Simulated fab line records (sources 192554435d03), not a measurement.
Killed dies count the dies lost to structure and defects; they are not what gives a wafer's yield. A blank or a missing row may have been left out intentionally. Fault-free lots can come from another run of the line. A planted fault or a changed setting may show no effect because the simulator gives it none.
Lot-split experiment / flow n5 finfet / 21 wafers read across 7 lots, on a route 1938 steps long

== ON THE SPLIT ==
At N5_SD_EPI_N_PEB_07 (peb time 60 s), the setting peb time s was moved away from the recipe's 60 s on 8 of the 21 wafers read, by -14.7% to +16.6%. All remaining wafers had this setting at the recipe value.

== FROM THE SPLIT ON TO THE READING: in between, the file shows 1 step ==
- N5_SD_EPI_N_DEVELOP_08: develop time 30 s

== THE READING ==
cd nm at N5_SD_EPI_N_CD_MEAS_09, given in nm (cd target 120 nm). A value of 120.1 nm with a standard deviation of 0.58 nm is what fault-free wafers of this fab line usually give.

wafer=L078.1; tool, chamber at the split=litho track-05, 0; peb time s as run, s=60; against the recipe=recipe; cd nm, nm=120.3; against lot-mates on the recipe=-
wafer=L078.2; tool, chamber at the split=litho track-05, 0; peb time s as run, s=60; against the recipe=recipe; cd nm, nm=119.4; against lot-mates on the recipe=-
wafer=L078.6; tool, chamber at the split=litho track-05, 0; peb time s as run, s=60; against the recipe=recipe; cd nm, nm=119.6; against lot-mates on the recipe=-
wafer=L079.4; tool, chamber at the split=litho track-03, 0; peb time s as run, s=64.71; against the recipe=+7.8%; cd nm, nm=123.0; against lot-mates on the recipe=+2.8
wafer=L079.5; tool, chamber at the split=litho track-03, 0; peb time s as run, s=60; against the recipe=recipe; cd nm, nm=120.4; against lot-mates on the recipe=-
wafer=L079.6; tool, chamber at the split=litho track-03, 0; peb time s as run, s=60; against the recipe=recipe; cd nm, nm=120.0; against lot-mates on the recipe=-
wafer=L082.2; tool, chamber at the split=litho track-03, 0; peb time s as run, s=60; against the recipe=recipe; cd nm, nm=120.5; against lot-mates on the recipe=-
wafer=L082.4; tool, chamber at the split=litho track-03, 0; peb time s as run, s=60; against the recipe=recipe; cd nm, nm=120.5; against lot-mates on the recipe=-
wafer=L082.6; tool, chamber at the split=litho track-03, 0; peb time s as run, s=60; against the recipe=recipe; cd nm, nm=120.1; against lot-mates on the recipe=-
wafer=L088.2; tool, chamber at the split=litho track-03, 0; peb time s as run, s=60; against the recipe=recipe; cd nm, nm=119.9; against lot-mates on the recipe=-
wafer=L088.5; tool, chamber at the split=litho track-03, 0; peb time s as run, s=60; against the recipe=recipe; cd nm, nm=120.1; against lot-mates on the recipe=-
wafer=L088.6; tool, chamber at the split=litho track-03, 0; peb time s as run, s=60; against the recipe=recipe; cd nm, nm=119.4; against lot-mates on the recipe=-
wafer=L090.2; tool, chamber at the split=litho track-03, 0; peb time s as run, s=51.2; against the recipe=-14.7%; cd nm, nm=114.3; against lot-mates on the recipe=-5.5
wafer=L090.3; tool, chamber at the split=litho track-03, 0; peb time s as run, s=51.2; against the recipe=-14.7%; cd nm, nm=113.8; against lot-mates on the recipe=-6.0
wafer=L090.6; tool, chamber at the split=litho track-03, 0; peb time s as run, s=60; against the recipe=recipe; cd nm, nm=119.8; against lot-mates on the recipe=-
wafer=L092.1; tool, chamber at the split=litho track-03, 0; peb time s as run, s=67.87; against the recipe=+13.1%; cd nm, nm=124.4; against lot-mates on the recipe=no lot-mate on the recipe
wafer=L092.5; tool, chamber at the split=litho track-03, 0; peb time s as run, s=67.87; against the recipe=+13.1%; cd nm, nm=123.4; against lot-mates on the recipe=no lot-mate on the recipe
wafer=L092.6; tool, chamber at the split=litho track-03, 0; peb time s as run, s=67.87; against the recipe=+13.1%; cd nm, nm=124.9; against lot-mates on the recipe=no lot-mate on the recipe
wafer=L094.3; tool, chamber at the split=litho track-03, 0; peb time s as run, s=60; against the recipe=recipe; cd nm, nm=119.7; against lot-mates on the recipe=-
wafer=L094.5; tool, chamber at the split=litho track-03, 0; peb time s as run, s=69.97; against the recipe=+16.6%; cd nm, nm=125.6; against lot-mates on the recipe=+5.9
wafer=L094.6; tool, chamber at the split=litho track-03, 0; peb time s as run, s=69.97; against the recipe=+16.6%; cd nm, nm=125.0; against lot-mates on the recipe=+5.3

FIT RESULTS
A straight line over all 21 wafers: cd nm changes by +0.353 nm for each +1% of peb time s; r = +0.99; the points scatter about the line by 0.51 nm.
The same after taking each lot's own level away (the mean of its wafers on the recipe; 18 wafers): +0.362 nm for each +1%; r = +0.99; scatter 0.33 nm.
Per that fit: largest peb time s move, reading shift of 6 nm.
From 119.70 to 120.37 nm: that is the span of the lots' own levels, equal to 1.1 times the standard deviation above.
The two slopes agree, so the slope changes little with the lot-to-lot level.
Check: +5.92 nm against its lot-mates is what the line predicts for one of the wafers moved furthest among these (+16.6%) when that wafer is left out of the fit. Against them it came out at +5.9 nm.

== THE WHOLE CHAIN: every reading that the file lists as answering this split, in the file's order ==
step=N5_SD_EPI_N_CD_MEAS_09; what it does=target cd 120 nm; reading=cd nm; change (the file's fit)=+0.36 nm for each +1% of the setting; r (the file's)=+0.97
step=N5_SD_EPI_N_DESCUM_14; what it does=chemistry O2, time 7.9 s; reading=SD_EPI_N.cd nm (the simulator's own value, which no gauge read); change (the file's fit)=+0.355 nm for each +1% of the setting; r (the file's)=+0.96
step=N5_SD_EPI_N_ETCH_34; what it does=etches SiARC in CF4, target depth 45.5 nm, time 75.8 s; reading=SD_EPI_N.cd nm (the simulator's own value, which no gauge read); change (the file's fit)=+0.356 nm for each +1% of the setting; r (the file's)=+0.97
step=N5_SD_EPI_N_ETCH_35; what it does=etches SOC in N2/H2, overetch 108 nm, time 486 s; reading=SD_EPI_N.cd nm (the simulator's own value, which no gauge read); change (the file's fit)=+0.4 nm for each +1% of the setting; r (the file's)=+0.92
step=N5_SD_EPI_N_ETCH_45; what it does=etches SiOCN in CH3F/O2, target depth 6 nm; reading=SD_EPI_N.cd nm (the simulator's own value, which no gauge read); change (the file's fit)=+0.394 nm for each +1% of the setting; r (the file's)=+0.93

== FILE'S OWN FIT ==
cd nm changes by +0.36 nm for each +1% of peb time s, r = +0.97.
